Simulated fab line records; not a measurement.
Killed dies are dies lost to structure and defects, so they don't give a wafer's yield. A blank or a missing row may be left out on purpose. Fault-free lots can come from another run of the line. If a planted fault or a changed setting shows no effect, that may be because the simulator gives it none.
Which tool did it?	flow n5_finfet	Sampling: 24 lots, 72 wafers, 6 of 1938 route steps

## WHAT THE GAUGES READ, wafer by wafer
N5_FIN_SAQP_CD_MEAS_27: target cd 20 nm. Usual: 20.29 nm for cd_nm, sd 0.25.
lot	measured	on	cd_nm (nm)	flag
L074	day 2 00:28	cd_sem-02	20.25 20.29 19.88	
L075	day 2 08:04	cd_sem-01	20.26 20.30 20.57	
L076	day 2 12:32	cd_sem-01	20.51 19.95 20.47	
L077	day 2 20:37	cd_sem-01	20.41 20.42 20.15	
L078	day 3 01:14	cd_sem-01	19.82 20.36 20.68	
L079	day 3 07:02	cd_sem-02	20.60 20.38 20.16	
L080	day 3 13:01	cd_sem-02	20.59 20.56 20.06	
L081	day 3 19:28	cd_sem-02	20.42 19.86 20.05	
L082	day 4 00:43	cd_sem-02	20.05 20.24 19.85	
L083	day 4 07:12	cd_sem-01	20.25 20.66 20.59	
L084	day 4 13:15	cd_sem-01	20.19 20.10 20.60	
L085	day 4 21:29	cd_sem-01	20.07 20.42 20.27	
L086	day 5 01:23	cd_sem-01	20.85 20.59 20.21	
L087	day 5 07:08	cd_sem-03	20.71 19.86 20.12	
L088	day 5 14:33	cd_sem-03	20.60 20.45 20.55	
L089	day 5 18:22	cd_sem-01	20.48 20.55 20.68	
L090	day 5 23:59	cd_sem-01	20.15 20.35 20.04	
L091	day 6 07:27	cd_sem-01	20.35 21.04 20.04	
L092	day 6 13:16	cd_sem-03	20.81 20.15 20.38	
L093	day 6 18:25	cd_sem-03	20.68 20.47 20.01	
L094	day 7 00:10	cd_sem-01	19.65 20.41 20.38	
L095	day 7 05:56	cd_sem-01	20.30 20.12 20.41	
L096	day 7 12:34	cd_sem-03	20.21 20.24 20.75	
L097	day 7 18:08	cd_sem-01	20.43 20.35 20.37	

N5_FIN_CUT_OVL_MEAS_09. Usual: FIN_CUT_OVL typically reads 0.5 nm, with standard deviation 0.58.
lot	measured	on	FIN_CUT_OVL (nm)	flag
L074	day 2 02:57	overlay-01	1.7 0.4 0.1	
L075	day 2 10:39	overlay-01	0.6 0.9 1.8	
L076	day 2 16:16	overlay-02	0.5 -0.1 0.1	
L077	day 2 23:32	overlay-02	0.6 0.4 0.4	
L078	day 3 04:40	overlay-01	0.0 0.3 1.0	
L079	day 3 09:35	overlay-02	0.1 0.8 0.9	
L080	day 3 16:38	overlay-02	1.6 0.9 -0.1	
L081	day 3 22:27	overlay-01	0.1 1.1 0.0	
L082	day 4 03:32	overlay-02	0.9 0.6 0.4	
L083	day 4 10:04	overlay-01	-0.4 -0.2 -0.7	
L084	day 4 15:59	overlay-01	0.1 0.3 0.2	
L085	day 5 01:56	overlay-02	0.9 0.1 1.5	
L086	day 5 03:59	overlay-01	1.0 1.0 1.3	
L087	day 5 11:40	overlay-01	1.2 1.6 0.8	
L088	day 5 17:22	overlay-02	0.8 1.0 2.0	
L089	day 5 21:35	overlay-02	-0.1 0.8 0.1	
L090	day 6 03:31	overlay-01	0.7 0.5 0.2	
L091	day 6 10:33	overlay-01	0.4 0.1 0.4	
L092	day 6 16:29	overlay-01	-0.8 0.0 0.2	
L093	day 6 21:17	overlay-01	0.7 0.3 0.1	
L094	day 7 03:16	overlay-01	0.3 0.3 0.7	
L095	day 7 08:32	overlay-02	0.4 -0.8 1.1	
L096	day 7 15:12	overlay-01	0.4 0.7 0.8	
L097	day 7 21:01	overlay-01	0.9 1.4 0.7	

N5_STI_FIN_REVEAL_CD_MEAS_22: target cd 6.238 nm, pitch 28 nm. Usual: 6.19 nm for cd_nm, sd 0.28.
lot	measured	on	cd_nm (nm)	flag
L074	day 2 13:58	cd_sem-02	6.34 6.33 5.78	
L075	day 2 22:48	cd_sem-02	6.45 6.10 6.15	
L076	day 3 02:30	cd_sem-03	6.00 5.73 5.45	
L077	day 3 12:07	cd_sem-03	6.41 6.22 6.36	
L078	day 3 14:53	cd_sem-02	6.47 6.00 6.50	
L079	day 3 21:03	cd_sem-02	6.26 6.13 6.65	
L080	day 4 02:23	cd_sem-03	6.09 6.17 6.26	
L081	day 4 08:05	cd_sem-02	6.60 6.39 6.53	
L082	day 4 15:30	cd_sem-03	6.62 6.54 6.38	
L083	day 4 21:23	cd_sem-03	5.99 6.27 6.11	
L084	day 5 04:35	cd_sem-02	5.86 6.35 6.18	
L085	day 5 12:34	cd_sem-03	6.00 6.44 6.30	
L086	day 5 15:35	cd_sem-01	6.56 6.41 6.28	
L087	day 5 21:47	cd_sem-01	5.68 5.91 6.42	
L088	day 6 02:57	cd_sem-01	6.10 6.53 6.40	
L089	day 6 07:32	cd_sem-03	6.23 5.79 6.03	
L090	day 6 13:23	cd_sem-01	6.28 6.17 6.22	
L091	day 6 20:19	cd_sem-03	6.15 6.11 6.44	
L092	day 7 02:48	cd_sem-02	5.64 6.49 6.78	
L093	day 7 07:04	cd_sem-02	5.97 6.02 5.74	
L094	day 7 13:28	cd_sem-01	6.48 6.46 6.49	
L095	day 7 19:28	cd_sem-03	6.04 6.23 6.31	
L096	day 8 00:52	cd_sem-01	5.54 6.33 6.67	
L097	day 8 07:29	cd_sem-01	6.16 6.46 6.14	

N5_STI_FIN_REVEAL_FIN_H_MEAS_10. Usual: 52.1 nm for trench_depth_nm, sd 0.73.
lot	measured	on	trench_depth_nm (nm)	flag
L074	day 2 13:59	ocd-01	50.8 52.4 52.0	
L075	day 2 22:50	ocd-01	52.0 52.0 52.1	
L076	day 3 02:32	ocd-02	51.9 52.4 53.1	
L077	day 3 12:09	ocd-02	51.7 51.8 52.3	
L078	day 3 14:55	ocd-02	52.5 51.4 52.8	
L079	day 3 21:05	ocd-01	51.9 52.1 52.1	
L080	day 4 02:25	ocd-02	51.7 52.2 51.5	
L081	day 4 08:07	ocd-02	53.4 52.4 53.1	
L082	day 4 15:32	ocd-02	51.8 52.8 53.4	
L083	day 4 21:25	ocd-02	51.6 52.4 51.4	
L084	day 5 04:37	ocd-02	51.6 52.2 51.7	
L085	day 5 12:36	ocd-01	52.8 52.5 53.3	
L086	day 5 15:37	ocd-01	52.0 51.1 51.2	
L087	day 5 21:49	ocd-02	52.5 51.9 51.2	
L088	day 6 02:59	ocd-01	51.2 51.4 51.4	
L089	day 6 07:34	ocd-02	51.7 52.0 51.4	
L090	day 6 13:25	ocd-02	53.0 51.8 52.2	
L091	day 6 20:21	ocd-02	52.6 51.1 52.1	
L092	day 7 02:50	ocd-02	52.4 52.6 51.7	
L093	day 7 07:06	ocd-01	51.9 54.5 53.0	
L094	day 7 13:30	ocd-02	51.9 53.4 51.5	
L095	day 7 19:29	ocd-02	51.8 53.4 52.9	
L096	day 8 00:54	ocd-01	52.7 51.5 51.6	
L097	day 8 07:31	ocd-01	52.1 52.4 52.7	

## EACH LOT AND THE TOOL THAT RAN IT (in order: tool; ch and the chambers of the sampled wafers; start)
lot	N5_FIN_SAQP_MANDREL2_REMOVE_60	N5_FIN_CUT_CUT_ETCH_15
L074	rie_si-01 ch 0,1,3, day 2 01:55	rie_si-04 ch 0,1,2, day 2 03:40
L075	rie_si-01 ch 1,2,3, day 2 09:30	rie_si-05 ch 0,3, day 2 11:37
L076	rie_si-01 ch 0,2,3, day 2 15:07	rie_si-03 ch 0,2, day 2 17:02
L077	rie_si-01 ch 0,1,3, day 2 22:27	rie_si-03 ch 1,3, day 3 00:42
L078	rie_si-01 ch 0,1,2, day 3 03:31	rie_si-03 ch 0,2, day 3 05:31
L079	rie_si-02 ch 2,3, day 3 08:29	rie_si-05 ch 0,2,3, day 3 10:18
L080	rie_si-01 ch 0,2, day 3 15:32	rie_si-03 ch 0,2,3, day 3 17:25
L081	rie_si-01 ch 0,2, day 3 21:08	rie_si-03 ch 0,3, day 3 23:10
L082	rie_si-06 ch 0,3, day 4 02:31	rie_si-03 ch 0,3, day 4 04:23
L083	rie_si-01 ch 1,2,3, day 4 08:59	rie_si-04 ch 1,2, day 4 10:47
L084	rie_si-02 ch 0,1,3, day 4 14:57	rie_si-04 ch 1,2,3, day 4 16:46
L085	rie_si-01 ch 1,3, day 5 00:49	rie_si-04 ch 1,3, day 5 02:58
L086	rie_si-01 ch 0,1,3, day 5 02:58	rie_si-04 ch 0,1,3, day 5 04:46
L087	rie_si-01 ch 0,2,3, day 5 10:20	rie_si-05 ch 2,3, day 5 12:53
L088	rie_si-02 ch 0,1,2, day 5 16:17	rie_si-05 ch 0,3, day 5 18:05
L089	rie_si-06 ch 0,1,3, day 5 20:25	rie_si-04 ch 0,1,3, day 5 22:19
L090	rie_si-01 ch 0,1, day 6 02:22	rie_si-03 ch 0,3, day 6 04:19
L091	rie_si-02 ch 1,2, day 6 09:23	rie_si-05 ch 0,2, day 6 11:27
L092	rie_si-02 ch 0,2,3, day 6 15:23	rie_si-05 ch 1,3, day 6 17:13
L093	rie_si-02 ch 2,3, day 6 20:13	rie_si-05 ch 0,2,3, day 6 21:59
L094	rie_si-06 ch 0,1,2, day 7 02:13	rie_si-05 ch 1,3, day 7 03:59
L095	rie_si-06 ch 0,1,2, day 7 07:23	rie_si-04 ch 0,1,3, day 7 09:16
L096	rie_si-02 ch 1,2,3, day 7 14:10	rie_si-03 ch 0,1,2, day 7 15:55
L097	rie_si-01 ch 2,3, day 7 19:50	rie_si-05 ch 0,3, day 7 21:43
- N5_FIN_SAQP_MANDREL2_REMOVE_60: chemistry HBr/Cl2/O2, target a-Si, stops on SiNx, bt time 10 s.
- N5_FIN_CUT_CUT_ETCH_15: etches Si in HBr/Cl2/O2, target depth 100 nm, bt time 10 s, time 42.4 s.

## WHAT THE TOOLS THEMSELVES READ (means of the sampled wafers that have a number; where no wafer has one, the mark that the record gives instead)
N5_FIN_SAQP_MANDREL2_REMOVE_60. Usual: drypump_motor_current_A 5.6 A, standard deviation 0.48; mfc_cl2_sccm 80.02 sccm, standard deviation 0.24; oes_product_au 0.994 a.u., standard deviation 0.016; throttle_valve_pct 36.6 %, standard deviation 0.31.
lot	tool	drypump_motor_current_A (A)	mfc_cl2_sccm (sccm)	oes_product_au (a.u.)	throttle_valve_pct (%)	flag
L074	rie_si-01	6.0	79.93	0.998	36.5	
L075	rie_si-01	5.5	79.99	0.992	36.6	
L076	rie_si-01	5.5	80.04	0.993	36.6	
L077	rie_si-01	6.0	80.09	0.982	36.5	
L078	rie_si-01	5.6	80.10	0.980	36.5	
L079	rie_si-02	5.6	80.28	1.003	37.1	
L080	rie_si-01	5.6	80.10	0.976	36.5	
L081	rie_si-01	5.1	80.06	0.983	36.6	
L082	rie_si-06	5.7	80.06	1.004	36.6	
L083	rie_si-01	5.5	80.01	0.996	36.6	
L084	rie_si-02	5.6	79.98	1.003	36.6	
L085	rie_si-01	6.0	79.75	0.992	36.5	
L086	rie_si-01	6.0	79.81	0.983	36.5	
L087	rie_si-01	5.5	80.15	0.993	36.6	
L088	rie_si-02	5.5	80.24	0.992	36.6	
L089	rie_si-06	5.6	80.02	0.997	36.7	
L090	rie_si-01	6.1	79.93	0.971	36.4	
L091	rie_si-02	5.6	80.13	0.994	36.9	
L092	rie_si-02	5.6	80.32	1.013	36.9	
L093	rie_si-02	5.6	79.96	1.003	37.2	
L094	rie_si-06	5.5	80.03	0.989	36.4	
L095	rie_si-06	5.5	79.95	0.995	36.4	
L096	rie_si-02	5.6	79.98	0.996	36.9	
L097	rie_si-01	5.3	80.16	1.001	36.6	

N5_FIN_CUT_CUT_ETCH_15. Usual: drypump_motor_current_A 5.8 A, standard deviation 0.4; mfc_cl2_sccm 80.02 sccm, standard deviation 0.23; oes_product_au 1.001 a.u., standard deviation 0.015; throttle_valve_pct 37.15 %, standard deviation 0.26.
lot	tool	drypump_motor_current_A (A)	mfc_cl2_sccm (sccm)	oes_product_au (a.u.)	throttle_valve_pct (%)	flag
L074	rie_si-04	5.6	79.87	0.996	37.44	
L075	rie_si-05	6.4	80.08	1.002	37.25	
L076	rie_si-03	6.2	79.87	1.008	36.88	
L077	rie_si-03	5.6	80.28	1.009	36.97	
L078	rie_si-03	6.1	80.00	1.016	36.89	
L079	rie_si-05	6.2	79.73	1.000	37.13	
L080	rie_si-03	6.0	80.06	1.015	36.86	
L081	rie_si-03	6.1	80.25	1.013	36.91	
L082	rie_si-03	6.2	80.10	1.009	36.91	
L083	rie_si-04	5.6	80.03	1.001	37.57	
L084	rie_si-04	5.6	79.94	0.998	37.34	
L085	rie_si-04	5.7	79.72	1.012	37.54	
L086	rie_si-04	5.8	79.92	1.012	37.41	
L087	rie_si-05	5.9	80.12	1.001	36.99	
L088	rie_si-05	6.4	80.18	1.002	37.25	
L089	rie_si-04	5.8	79.98	1.013	37.42	
L090	rie_si-03	6.1	79.81	1.015	36.91	
L091	rie_si-05	6.0	80.22	1.000	37.01	
L092	rie_si-05	6.1	79.86	0.999	37.20	
L093	rie_si-05	6.2	80.09	0.999	37.13	
L094	rie_si-05	5.8	80.10	0.990	37.18	
L095	rie_si-04	5.8	80.01	1.008	37.41	
L096	rie_si-03	5.8	79.85	1.005	36.98	
L097	rie_si-05	6.4	80.03	1.004	37.27	

## THE ANSWER, worked out from the rows above alone
Rule: a lot is off if the mean of its wafers that have a number lies more than 3 standard deviations from the usual mean. Also off: a lot with no number at a reading for which 4 or more lots have one. All remaining lots with rows at the step are treated as sound. First the gauges in route order, then the tools' own readings, where a lot's mean is used as printed above. The first step at which some lot is off is used, and at that step the reading that is off furthest; a lot without a number counts as furthest.
Nothing can be told from this: no lot is off at any reading shown.

## WHAT THE SIMULATOR HAD INSERTED
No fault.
